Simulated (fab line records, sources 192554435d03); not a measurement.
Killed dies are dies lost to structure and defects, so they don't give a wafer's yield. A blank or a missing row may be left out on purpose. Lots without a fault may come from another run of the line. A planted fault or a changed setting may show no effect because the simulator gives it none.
Split-lot experiment | flow n5_finfet | 7 lots, 21 wafers read, on a route of 1938 steps

THE SPLIT
At N5_BEOL_M11_HM_DEP_02 (deposits TiN, target thk 20 nm), the setting target_thk_a was moved away from the recipe's 200 angstrom on 5 of the 21 wafers read, by -7.4% to +9.0%. The other wafers ran this setting at the recipe's value.

FROM THE SPLIT TO THE READING: what the file shows between them, 4 steps
- N5_BEOL_M11_COAT_59: time 60 s, resist thk 100 nm
- N5_BEOL_M11_COAT_60: time 60 s, resist thk 30 nm
- N5_BEOL_M11_STRIP_68: strips in N2/H2
- N5_BEOL_M11_STRIP_67: strips in CF4

THE READING
etch.depth_nm (the simulator's own value, which no gauge read), in nm, at N5_BEOL_M11_HM_OPEN_17 (chemistry Cl2/BCl3, target TiN, target depth 20 nm, overetch 6 nm). The file gives no usual value for it. The 16 wafers here that ran the recipe average 19.86 nm, standard deviation 0.21 nm.

wafer  | tool, chamber at the split | target_thk_a as run, angstrom | against the recipe | etch.depth_nm, nm | against lot-mates on the recipe
L080.2 | pvd_sputter-02, -          | 200                           | recipe             | 19.89             | -
L080.4 | pvd_sputter-02, -          | 200                           | recipe             | 19.79             | -
L080.6 | pvd_sputter-02, -          | 200                           | recipe             | 19.51             | -
L082.1 | pvd_sputter-03, -          | 185.2                         | -7.4%              | 18.2              | -1.44
L082.2 | pvd_sputter-03, -          | 200                           | recipe             | 19.48             | -
L082.3 | pvd_sputter-03, -          | 200                           | recipe             | 19.8              | -
L083.1 | pvd_sputter-02, -          | 189.9                         | -5.0%              | 18.85             | -0.83
L083.2 | pvd_sputter-02, -          | 189.9                         | -5.0%              | 18.62             | -1.06
L083.5 | pvd_sputter-02, -          | 200                           | recipe             | 19.68             | -
L086.1 | pvd_sputter-03, -          | 200                           | recipe             | 20.17             | -
L086.3 | pvd_sputter-03, -          | 200                           | recipe             | 19.89             | -
L086.6 | pvd_sputter-03, -          | 200                           | recipe             | 19.85             | -
L091.2 | pvd_sputter-01, -          | 200                           | recipe             | 20                | -
L091.4 | pvd_sputter-01, -          | 200                           | recipe             | 20.13             | -
L091.6 | pvd_sputter-01, -          | 200                           | recipe             | 20.11             | -
L090.2 | pvd_sputter-01, -          | 200                           | recipe             | 20.15             | -
L090.4 | pvd_sputter-01, -          | 200                           | recipe             | 19.73             | -
L090.6 | pvd_sputter-01, -          | 200                           | recipe             | 19.91             | -
L094.3 | pvd_sputter-02, -          | 218                           | +9.0%              | 21.84             | +2.11
L094.5 | pvd_sputter-02, -          | 218                           | +9.0%              | 21.7              | +1.97
L094.6 | pvd_sputter-02, -          | 200                           | recipe             | 19.73             | -

THE FIT
A straight line over all 21 wafers: etch.depth_nm changes by +0.217 nm for each +1% of target_thk_a; r = +0.97; the points scatter about the line by 0.2 nm.
The same after taking each lot's own level away (the mean of its wafers on the recipe; 21 wafers): +0.213 nm for each +1%; r = +0.98; scatter 0.14 nm.
On that fit, the largest move of target_thk_a shifts the reading by 1.9 nm.
The lots' own levels span 19.640 to 20.080 nm, that is 2.1 times the standard deviation above.
So the lot-to-lot level changes the slope little: the two slopes agree.
Check: with one of the wafers moved furthest among these (+9.0%) left out of the fit, the line predicts +1.85 nm for it against its lot-mates. It came out at +2.11 nm against them.

OTHER SPLITS ON THESE WAFERS
These wafers also went through other splits before the reading. Each is held against what the fit with the lots' levels taken away leaves over:
other split on the same wafers   | wafers away from the commonest value | r with etch.depth_nm (lot level and that fit taken away)
N5_BEOL_M7_TRENCH_ETCH_37 time_s | 9                                    | +0.25
N5_BEOL_M8_TRENCH_ETCH_37 bias_w | 6                                    | +0.36
N5_BEOL_M9_COAT_05 spin_rpm      | 9                                    | +0.24
N5_BEOL_M9_ETCH_62 source_w      | 5                                    | -0.15
N5_BEOL_M10_ILD_DEP_00 time_s    | 5                                    | +0.13
N5_BEOL_M11_PECVD_70 temp_c      | 5                                    | -0.12

THE WHOLE CHAIN: every reading that the file lists as answering this split, in the file's order
step                   | what it does                                                      | reading                                                                           | change (the file's fit)               | r (the file's)
N5_BEOL_M11_HM_DEP_02  | deposits TiN, target thk 20 nm                                    | TiN_of_BEOL_M11_HM_DEP_02.thk_nm (the simulator's own value, which no gauge read) | +0.198 nm for each +1% of the setting | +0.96
N5_BEOL_M11_HM_OPEN_17 | chemistry Cl2/BCl3, target TiN, target depth 20 nm, overetch 6 nm | etch.depth_nm (the simulator's own value, which no gauge read)                    | +0.209 nm for each +1% of the setting | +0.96

THE FILE'S OWN FIT
etch.depth_nm changes by +0.209 nm for each +1% of target_thk_a, r = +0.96.
